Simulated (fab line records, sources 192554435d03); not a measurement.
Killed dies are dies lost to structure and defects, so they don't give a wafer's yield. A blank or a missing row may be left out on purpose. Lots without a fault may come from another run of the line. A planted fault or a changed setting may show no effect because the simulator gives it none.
fab line records | flow n5_finfet | part 1 of 2: steps 1 to 4 of 6
record lots=24 wafers=72 last_day=18
route steps=1938 shown BEOL_M11@1556 BEOL_M12@1619
lots that met no fault: from a run of the same line without faults
start_h: hours from the record's first day to the start of the lot's first wafer shown | wait_h: hours since the lot's step before | " the same as in the row above | L1.1+2: a row that stands for several wafers | - no value, or no start given | * or withheld: withheld | < > ~ a bound
route shown NAME@n: a module of which the file shows steps, and the number in the route of the first | usual: mean/standard deviation of fault-free wafers | same: alike in all rows | chamber/n: place in a boat | sites: the reading at each site | _std_site: their standard deviation | _edge_site: outer sites' mean less inner sites' | radius_mm: how far each site lies from the wafer's centre | mask NAME#n: copy n | behind: the tool/chamber that last shaped the wafer | hold: why the lot was held/for how many hours/how that ended | device: the transistor (n, p or np) that didn't switch | end of line: the same wafers' tests at the end of the route | a step without rows: its recipe alone | killed: dies lost to structure and defects at the first sort, not the wafer's yield | map: a wafer's dies, x killed, . not, _ none there
set.NAME: the setting as run; set.NAME@STEP: as run at that earlier step | model.NAME: the simulator's own value behind a step, which no gauge read
steps of the route over a sample of lots; a table a step, a row a wafer
services: from which hour (start_h, from the record's first day; less than 0 if before it) a tool's chamber was out of use, for how many hours, and why
## steps
# step N5_BEOL_M11_STRIP_67
# recipe chemistry=CF4 resist=SiARC power_w=300 bias_power_w=75 pressure_mtorr=50 cf4_flow_sccm=150 rf_frequency_hz=6e+07
# usual drypump_motor_current_A=5.6/0.42 oes_product_au=0.83/0.06 rf_vpp_V=271.7/1.6 showerhead_plenum_p_Torr=1.82/0.059 throttle_valve_pct=13.52/0.2
# columns lot.wafer tool chamber start_h wait_h drypump_motor_current_A oes_product_au rf_hours_counter_h rf_vpp_V showerhead_plenum_p_Torr throttle_valve_pct
L074.1 rie_diel-03 1 219.78 0.0 5.9 0.85 54 272.6 1.82 13.46
L074.2 " 2 " " 5.4 0.81 94 274.1 1.88 13.77
L074.6 " 1 " " 5.9 0.86 - 270.6 1.82 13.45
L075.1 rie_diel-04 2 226.31 0.0 5.8 0.68 245 271.7 1.83 13.89
L075.4 " 2 " " 5.8 0.68 - 272.2 1.83 13.91
L075.5 " 1 " " 5.7 0.81 - 269.9 1.75 13.31
L076.1 rie_diel-03 3 229.09 0.0 4.7 0.83 69 270.4 1.74 13.70
L076.2 " 2 " " 5.4 0.81 98 273.3 1.88 13.79
L076.4 " 1 " " 5.9 0.86 - 272.2 1.82 13.46
L078.3 rie_diel-03 2 231.86 0.0 5.4 0.82 100 272.2 1.88 13.81
L078.5 " 3 " " 4.7 0.83 - 270.0 1.74 13.69
L078.6 " 1 " " 5.9 0.85 - 271.1 1.82 13.46
L077.2 rie_diel-03 1 236.95 0.0 6.0 0.84 63 270.8 1.82 13.45
L077.5 " 2 " " 5.4 0.82 - 274.8 1.88 13.80
L077.6 " 3 " " 4.7 0.82 - 270.7 1.74 13.69
L079.2 rie_diel-01 3 255.35 0.0 5.4 0.82 72 271.7 1.81 13.51
L079.4 " 2 " " 5.5 0.92 12 269.9 1.76 13.29
L079.5 " 1 " " 6.0 0.83 - 275.4 1.89 13.17
L080.3 rie_diel-04 0 265.08 0.0 5.8 0.95 3 272.3 1.84 13.36
L080.5 " 3 " " 6.4 0.71 - 269.8 1.71 13.77
L080.6 " 1 " " 5.7 0.81 - 268.7 1.75 13.32
L083.2 rie_diel-03 3 276.81 0.0 4.8 0.81 87 270.6 1.74 13.74
L083.5 " 0 " " 5.2 0.89 - 273.5 1.91 13.42
L083.6 " 1 " " 5.9 0.83 - 271.8 1.82 13.49
L084.2 rie_diel-01 3 277.69 0.0 5.4 0.82 79 273.4 1.81 13.52
L084.3 " 1 " " 6.0 0.82 66 272.7 1.89 13.20
L084.6 " 1 " " 6.0 0.81 - 273.2 1.89 13.20
L081.1 rie_diel-03 3 282.07 0.0 4.8 0.81 88 269.0 1.74 13.74
L081.3 " 1 " " 5.9 0.82 76 272.0 1.82 13.51
L081.5 " 0 " " 5.3 0.89 - 272.4 1.91 13.43
L082.1 rie_diel-01 2 282.27 0.0 5.5 0.91 21 270.2 1.76 13.30
L082.4 " 1 " " 6.0 0.82 68 272.8 1.89 13.19
L082.5 " 0 " " 5.1 0.82 - 272.7 1.88 13.50
L087.1 rie_diel-01 2 282.69 0.0 5.6 0.90 21 270.3 1.76 13.30
L087.3 " 3 " " 5.4 0.82 80 272.0 1.81 13.51
L087.5 " 0 " " 5.0 0.82 - 273.8 1.88 13.49
L085.1 rie_diel-01 1 285.47 0.0 5.9 0.82 69 274.2 1.89 13.19
L085.5 " 3 " " 5.4 0.82 - 272.4 1.81 13.51
L085.6 " 2 " " 5.5 0.91 - 271.1 1.76 13.32
L086.1 rie_diel-04 3 285.94 0.0 6.5 0.70 235 269.3 1.70 13.77
L086.2 " 2 " " 5.7 0.98 1 272.0 1.83 13.34
L086.3 " 0 " " 5.8 0.93 10 272.4 1.84 13.38
L090.3 rie_diel-04 2 316.71 0.0 5.8 0.92 13 271.9 1.83 13.37
L090.5 " 2 " " 5.8 0.93 - 272.8 1.83 13.36
L090.6 " 3 " " 6.5 0.69 - 267.0 1.70 13.80
L089.1 rie_diel-01 3 319.01 0.0 5.4 0.80 96 271.7 1.81 13.56
L089.2 " 2 " " 5.5 0.87 37 270.6 1.76 13.32
L089.5 " 3 " " 5.4 0.80 - 272.6 1.81 13.56
L088.2 rie_diel-04 3 319.09 0.0 6.5 0.70 248 270.6 1.70 13.82
L088.3 " 2 " " 5.8 0.92 14 272.7 1.83 13.35
L088.5 " 0 " " 5.8 0.89 - 271.9 1.84 13.41
L092.2 rie_diel-04 0 330.41 0.0 5.8 0.88 27 271.7 1.84 13.41
L092.3 " 2 " " 5.7 0.91 - 272.8 1.83 13.38
L092.5 " 2 " " 5.8 0.91 - 272.6 1.83 13.40
L091.2 rie_diel-03 0 331.31 0.0 5.2 0.87 26 273.5 1.90 13.45
L091.4 " 2 " " 5.4 0.78 128 273.6 1.87 13.87
L091.5 " 1 " " 5.9 0.80 - 270.6 1.81 13.51
L093.1 rie_diel-03 3 341.04 0.0 4.7 0.80 98 270.4 1.73 13.74
L093.3 " 0 " " 5.2 0.86 28 273.5 1.90 13.44
L093.6 " 2 " " 5.4 0.79 - 273.3 1.87 13.88
L095.3 rie_diel-04 2 345.89 0.0 5.8 0.90 24 272.3 1.83 13.38
L095.4 " 1 " " 5.7 0.78 - 269.6 1.74 13.39
L095.5 " 0 " " 5.8 0.87 - 272.1 1.83 13.45
L094.2 rie_diel-03 3 352.23 0.0 4.8 0.79 103 268.3 1.73 13.79
L094.3 " 2 " " 5.4 0.78 134 271.2 1.87 13.87
L094.5 " 1 " " 5.9 0.80 - 270.6 1.81 13.54
L097.1 rie_diel-03 2 362.65 0.0 5.4 0.78 138 271.9 1.87 13.89
L097.2 " 3 " " 4.8 0.79 106 269.3 1.73 13.79
L097.3 " 1 " " 5.9 0.80 99 272.8 1.81 13.53
L096.3 rie_diel-01 2 377.81 0.0 5.5 0.86 51 270.8 1.75 13.36
L096.4 " 3 " " 5.4 0.79 114 271.9 1.80 13.60
L096.5 " 2 " " 5.5 0.85 - 270.0 1.75 13.38
# step N5_BEOL_M11_STRIP_19
# recipe chemistry=O2 power_w=400 temp_c=40 pressure_mtorr=30 rf_frequency_hz=6e+07 bias_power_w=0 overash_fraction=0.2 o2_flow_sccm=225
# usual drypump_motor_current_A=5.6/0.4 oes_product_au=0.83/0.071 rf_vpp_V=3.5/0.58 showerhead_plenum_p_Torr=2.13/0.078 throttle_valve_pct=16.62/0.21
# columns lot.wafer tool chamber start_h wait_h drypump_motor_current_A oes_product_au rf_hours_counter_h rf_vpp_V showerhead_plenum_p_Torr throttle_valve_pct
L074.1 rie_diel-04 1 219.93 0.1 5.7 0.82 86 3.4 2.04 16.40
L074.2 " 2 " " 5.8 0.68 243 3.3 2.16 16.98
L074.6 " 1 " " 5.7 0.82 - 2.7 2.04 16.38
L075.1 rie_diel-01 1 226.54 0.2 6.0 0.86 46 2.5 2.23 16.26
L075.4 " 0 " " 5.0 0.85 62 4.3 2.23 16.66
L075.5 " 2 " " 5.6 0.99 - 3.3 2.06 16.41
L076.1 rie_diel-01 1 229.33 0.2 6.0 0.84 48 3.9 2.23 16.25
L076.2 " 0 " " 5.1 0.84 64 3.3 2.23 16.69
L076.4 " 3 " " 5.4 0.86 63 3.3 2.13 16.61
L078.3 rie_diel-03 3 232.01 0.1 4.7 0.83 70 3.3 2.03 16.83
L078.5 " 2 " " 5.4 0.81 - 4.6 2.21 16.98
L078.6 " 1 " " 5.9 0.85 - 3.4 2.13 16.58
L077.2 rie_diel-01 0 237.12 0.1 5.1 0.86 67 3.4 2.22 16.67
L077.5 " 1 " " 6.0 0.84 - 3.0 2.23 16.25
L077.6 " 0 " " 5.1 0.84 - 3.5 2.22 16.66
L079.2 rie_diel-03 2 255.54 0.1 5.4 0.79 110 3.7 2.21 16.99
L079.4 " 3 " " 4.7 0.82 80 3.0 2.03 16.85
L079.5 " 0 " " 5.2 0.94 - 3.5 2.24 16.55
L080.3 rie_diel-04 1 265.23 0.1 5.7 0.83 96 3.2 2.03 16.43
L080.5 " 3 " " 6.5 0.70 - 4.7 1.99 16.82
L080.6 " 0 " " 5.8 0.96 - 3.4 2.13 16.42
L083.2 rie_diel-03 2 276.96 0.1 5.4 0.79 116 3.2 2.20 16.98
L083.5 " 2 " " 5.4 0.79 - 3.1 2.20 16.99
L083.6 " 1 " " 5.9 0.83 - 3.5 2.12 16.60
L084.2 rie_diel-04 0 277.88 0.1 5.8 0.94 8 3.0 2.13 16.39
L084.3 " 1 " " 5.7 0.81 100 2.8 2.03 16.40
L084.6 " 0 " " 5.8 0.95 - 4.3 2.13 16.41
L081.1 rie_diel-03 0 282.22 0.1 5.2 0.91 13 2.7 2.24 16.53
L081.3 " 2 " " 5.4 0.79 117 3.2 2.20 17.00
L081.5 " 1 " " 5.9 0.82 - 3.7 2.12 16.62
L082.1 rie_diel-01 2 282.42 0.1 5.5 0.93 21 4.3 2.06 16.45
L082.4 " 0 " " 5.0 0.84 79 3.1 2.22 16.70
L082.5 " 1 " " 6.0 0.81 - 3.4 2.22 16.29
L087.1 rie_diel-04 3 282.85 0.1 6.5 0.68 234 3.0 1.99 16.82
L087.3 " 0 " " 5.8 0.92 9 2.7 2.13 16.42
L087.5 " 3 " " 6.5 0.68 - 2.7 1.99 16.82
L085.1 rie_diel-03 2 285.62 0.1 5.4 0.79 119 4.0 2.20 17.01
L085.5 " 2 " " 5.4 0.79 - 4.5 2.20 16.99
L085.6 " 0 " " 5.2 0.90 - 3.9 2.24 16.56
L086.1 rie_diel-01 2 286.09 0.1 5.5 0.91 22 3.5 2.06 16.44
L086.2 " 0 " " 5.1 0.84 80 3.5 2.22 16.68
L086.3 " 3 " " 5.4 0.82 81 3.5 2.12 16.64
L090.3 rie_diel-04 1 316.86 0.1 5.7 0.78 115 3.7 2.03 16.44
L090.5 " 3 " " 6.5 0.69 - 2.6 1.98 16.85
L090.6 " 2 " " 5.8 0.92 - 4.5 2.15 16.57
L089.1 rie_diel-01 2 319.17 0.1 5.5 0.88 37 4.8 2.05 16.45
L089.2 " 1 " " 6.0 0.82 76 3.0 2.22 16.32
L089.5 " 1 " " 6.0 0.81 - 4.0 2.22 16.33
L088.2 rie_diel-04 3 319.32 0.2 6.5 0.69 248 4.0 1.98 16.86
L088.3 " 1 " " 5.7 0.79 115 3.1 2.03 16.44
L088.5 " 1 " " 5.7 0.80 - 3.7 2.03 16.45
L092.2 rie_diel-01 0 330.87 0.4 5.1 0.82 99 3.8 2.21 16.73
L092.3 " 3 " " 5.4 0.81 99 3.8 2.11 16.69
L092.5 " 0 " " 5.0 0.81 - 4.3 2.21 16.76
L091.2 rie_diel-01 3 331.53 0.1 5.4 0.81 100 2.4 2.11 16.69
L091.4 " 1 " " 6.0 0.79 - 3.6 2.22 16.34
L091.5 " 3 " " 5.4 0.81 - 3.2 2.11 16.67
L093.1 rie_diel-04 2 341.19 0.1 5.8 0.91 22 3.5 2.15 16.57
L093.3 " 1 " " 5.7 0.79 120 3.1 2.03 16.45
L093.6 " 0 " " 5.8 0.87 - 4.1 2.12 16.46
L095.3 rie_diel-01 2 346.05 0.1 5.5 0.88 41 3.7 2.05 16.47
L095.4 " 0 " " 5.1 0.81 104 2.7 2.21 16.74
L095.5 " 3 " " 5.4 0.81 - 3.5 2.11 16.66
L094.2 rie_diel-03 1 352.38 0.1 5.9 0.81 95 3.4 2.12 16.64
L094.3 " 0 " " 5.3 0.87 32 3.9 2.23 16.60
L094.5 " 2 " " 5.4 0.78 - 2.8 2.20 17.03
L097.1 rie_diel-01 2 362.80 0.1 5.5 0.85 46 3.9 2.05 16.49
L097.2 " 3 " " 5.4 0.80 109 3.0 2.11 16.68
L097.3 " 1 " " 6.0 0.79 89 4.7 2.21 16.33
L096.3 rie_diel-03 3 377.97 0.1 4.7 0.78 111 3.5 2.02 16.93
L096.4 " 2 " " 5.4 0.76 142 3.6 2.19 17.04
L096.5 " 3 " " 4.7 0.78 - 3.4 2.02 16.92
# step N5_BEOL_M11_ETCH_66
# recipe chemistry=N2/H2 target=SOC target_depth_a=1200 overetch_a=240 mask_material=SiARC temp_c=40 time_s=180 ion_energy_ev=200 pressure_mtorr=30 source_w=840 bias_w=150 n2_flow_sccm=200 h2_flow_sccm=200
# usual drypump_motor_current_A=5.5/0.43 oes_product_au=0.67/0.045 rf_vpp_V=525.1/2.7 showerhead_plenum_p_Torr=2.59/0.091 throttle_valve_pct=17.77/0.22
# same time_s=180
# columns lot.wafer tool chamber start_h wait_h drypump_motor_current_A oes_product_au rf_hours_counter_h rf_vpp_V showerhead_plenum_p_Torr throttle_valve_pct
L074.1 rie_diel-03 3 221.75 0.0 4.8 0.67 65 521.9 2.47 17.97
L074.2 " 2 " " 5.4 0.66 95 526.7 2.67 18.07
L074.6 " 3 " " 4.8 0.67 - 521.7 2.48 17.98
L075.1 rie_diel-03 2 228.08 0.0 5.4 0.66 98 527.0 2.67 18.08
L075.4 " 1 " " 5.9 0.68 - 524.4 2.57 17.69
L075.5 " 3 " " 4.7 0.67 - 521.7 2.47 18.00
L076.1 rie_diel-03 2 230.38 0.0 5.4 0.65 99 527.2 2.67 18.07
L076.2 " 3 " " 4.7 0.66 69 521.3 2.47 17.99
L076.4 " 3 " " 4.7 0.67 - 520.7 2.47 17.95
L078.3 rie_diel-01 1 234.14 0.0 5.9 0.68 51 527.4 2.69 17.33
L078.5 " 2 " " 5.5 0.77 - 520.8 2.50 17.64
L078.6 " 3 " " 5.4 0.68 - 523.6 2.58 17.74
L077.2 rie_diel-04 1 242.25 0.0 5.7 0.65 88 522.7 2.47 17.57
L077.5 " 3 " " 6.5 0.57 - 521.0 2.41 17.87
L077.6 " 2 " " 5.8 0.55 - 524.1 2.60 18.02
L079.2 rie_diel-04 3 266.61 0.0 6.5 0.57 229 520.3 2.40 17.89
L079.4 " 3 " " 6.5 0.57 - 519.5 2.40 17.89
L079.5 " 1 " " 5.7 0.65 - 520.3 2.46 17.59
L080.3 rie_diel-01 0 266.71 0.0 5.1 0.67 77 528.2 2.68 17.92
L080.5 " 1 " " 6.0 0.66 - 528.3 2.68 17.37
L080.6 " 2 " " 5.6 0.75 - 521.8 2.50 17.64
L083.2 rie_diel-01 1 280.61 0.0 6.0 0.67 67 528.1 2.68 17.36
L083.5 " 1 " " 6.0 0.66 - 529.4 2.68 17.37
L083.6 " 2 " " 5.5 0.74 - 520.9 2.50 17.65
L084.2 rie_diel-03 3 280.65 0.0 4.8 0.66 88 521.9 2.46 18.00
L084.3 " 1 " " 5.9 0.67 76 524.4 2.56 17.71
L084.6 " 2 " " 5.4 0.65 - 526.6 2.66 18.11
L082.1 rie_diel-04 2 284.04 0.0 5.8 0.80 1 525.9 2.60 17.56
L082.4 " 1 " " 5.7 0.65 102 521.6 2.46 17.61
L082.5 " 1 " " 5.7 0.64 - 520.8 2.46 17.61
L087.1 rie_diel-01 3 284.33 0.0 5.4 0.66 81 523.5 2.57 17.76
L087.3 " 2 " " 5.6 0.73 21 521.7 2.50 17.65
L087.5 " 2 " " 5.5 0.74 - 523.3 2.50 17.64
L081.1 rie_diel-03 2 284.40 0.0 5.4 0.64 118 527.1 2.66 18.13
L081.3 " 0 " " 5.3 0.73 14 528.3 2.72 17.68
L081.5 " 2 " " 5.4 0.64 - 527.1 2.66 18.13
L085.1 rie_diel-01 3 286.68 0.0 5.4 0.66 81 524.4 2.57 17.77
L085.5 " 0 " " 5.1 0.67 - 529.1 2.68 17.94
L085.6 " 1 " " 6.0 0.65 - 527.6 2.68 17.37
L086.1 rie_diel-04 3 286.88 0.0 6.6 0.56 235 519.6 2.40 17.90
L086.2 " 2 " " 5.7 0.79 2 524.2 2.60 17.58
L086.3 " 1 " " 5.7 0.64 102 522.8 2.46 17.58
L090.3 rie_diel-01 3 317.68 0.0 5.4 0.65 95 525.4 2.57 17.81
L090.5 " 0 " " 5.1 0.65 - 527.5 2.68 17.96
L090.6 " 3 " " 5.4 0.65 - 525.8 2.57 17.80
L088.2 rie_diel-03 0 325.50 0.0 5.2 0.71 24 528.6 2.71 17.69
L088.3 " 1 " " 5.9 0.66 87 524.8 2.56 17.74
L088.5 " 3 " " 4.8 0.65 - 520.8 2.46 18.03
L089.1 rie_diel-01 0 325.56 0.0 5.0 0.65 97 527.2 2.68 17.95
L089.2 " 3 " " 5.4 0.64 98 525.0 2.57 17.79
L089.5 " 3 " " 5.4 0.65 - 523.9 2.57 17.78
L092.2 rie_diel-03 2 333.66 0.0 5.4 0.63 128 527.2 2.66 18.14
L092.3 " 1 " " 5.9 0.65 89 524.6 2.56 17.76
L092.5 " 3 " " 4.7 0.65 - 522.4 2.46 18.04
L091.2 rie_diel-01 3 333.72 0.0 5.4 0.65 100 524.7 2.56 17.79
L091.4 " 3 " " 5.4 0.65 - 525.4 2.56 17.79
L091.5 " 1 " " 6.0 0.65 - 528.9 2.68 17.37
L093.1 rie_diel-01 2 343.89 0.0 5.6 0.71 40 523.1 2.49 17.71
L093.3 " 3 " " 5.4 0.64 103 524.5 2.56 17.82
L093.6 " 1 " " 6.0 0.64 - 528.1 2.68 17.40
L095.3 rie_diel-01 0 346.76 0.0 5.1 0.64 104 527.4 2.67 18.00
L095.4 " 3 " " 5.4 0.64 104 525.0 2.56 17.82
L095.5 " 0 " " 5.1 0.64 - 528.0 2.67 17.99
L094.2 rie_diel-01 3 356.62 0.0 5.4 0.64 107 524.8 2.56 17.79
L094.3 " 0 " " 5.1 0.65 107 527.7 2.67 17.98
L094.5 " 0 " " 5.1 0.65 - 527.9 2.67 17.98
L097.1 rie_diel-01 2 363.51 0.0 5.5 0.70 46 522.7 2.49 17.71
L097.2 " 0 " " 5.1 0.64 109 526.3 2.67 17.97
L097.3 " 1 " " 6.0 0.65 89 528.4 2.67 17.41
L096.3 rie_diel-03 1 380.20 0.0 5.9 0.65 104 524.0 2.55 17.77
L096.4 " 2 " " 5.4 0.63 143 527.9 2.65 18.18
L096.5 " 3 " " 4.7 0.64 - 522.7 2.46 18.05
# step N5_BEOL_M11_OCD_MEAS_38
# usual trench_depth_nm=149.7/2.3
# columns lot.wafer tool chamber start_h wait_h trench_depth_nm
L074.1 ocd-01 - 222.16 - 148.4
L074.2 " - " " 148.8
L074.6 " - " " 149.7
L075.1 ocd-01 - 228.48 - 150.0
L075.4 " - " " 148.9
L075.5 " - " " 149.1
L076.1 ocd-02 - 230.79 - 148.5
L076.2 " - " " 147.6
L076.4 " - " " 147.8
L078.3 ocd-01 - 234.55 - 150.3
L078.5 " - " " 150.6
L078.6 " - " " 154.4
L077.2 ocd-02 - 242.65 - 148.1
L077.5 " - " " 146.0
L077.6 " - " " 145.1
L079.2 ocd-02 - 267.02 - 145.7
L079.4 " - " " 145.2
L079.5 " - " " 148.3
L080.3 ocd-02 - 267.12 - 149.6
L080.5 " - " " 149.9
L080.6 " - " " 150.5
L083.2 ocd-02 - 281.02 - 148.9
L083.5 " - " " 149.6
L083.6 " - " " 151.6
L084.2 ocd-02 - 281.06 - 150.1
L084.3 " - " " 148.4
L084.6 " - " " 150.7
L082.1 ocd-01 - 284.45 - 147.9
L082.4 " - " " 145.7
L082.5 " - " " 146.8
L087.1 ocd-02 - 284.74 - 152.1
L087.3 " - " " 150.8
L087.5 " - " " 149.8
L081.1 ocd-01 - 284.80 - 149.2
L081.3 " - " " 154.3
L081.5 " - " " 148.3
L085.1 ocd-01 - 287.09 - 152.3
L085.5 " - " " 149.3
L085.6 " - " " 149.9
L086.1 ocd-02 - 287.29 - 145.5
L086.2 " - " " 148.0
L086.3 " - " " 146.5
L090.3 ocd-02 - 318.09 - 155.0
L090.5 " - " " 148.1
L090.6 " - " " 154.3
L088.2 ocd-02 - 325.91 - 155.5
L088.3 " - " " 150.0
L088.5 " - " " 149.4
L089.1 ocd-02 - 325.97 - 150.0
L089.2 " - " " 154.1
L089.5 " - " " 152.7
L092.2 ocd-02 - 334.07 - 150.4
L092.3 " - " " 150.8
L092.5 " - " " 150.2
L091.2 ocd-01 - 334.14 - 153.1
L091.4 " - " " 152.3
L091.5 " - " " 148.2
L093.1 ocd-01 - 344.30 - 150.9
L093.3 " - " " 154.1
L093.6 " - " " 149.6
L095.3 ocd-01 - 347.18 - 147.5
L095.4 " - " " 152.3
L095.5 " - " " 149.4
L094.2 ocd-02 - 357.03 - 153.1
L094.3 " - " " 147.9
L094.5 " - " " 148.7
L097.1 ocd-01 - 363.91 - 149.8
L097.2 " - " " 147.6
L097.3 " - " " 149.0
L096.3 ocd-02 - 380.61 - 148.7
L096.4 " - " " 150.2
L096.5 " - " " 150.4
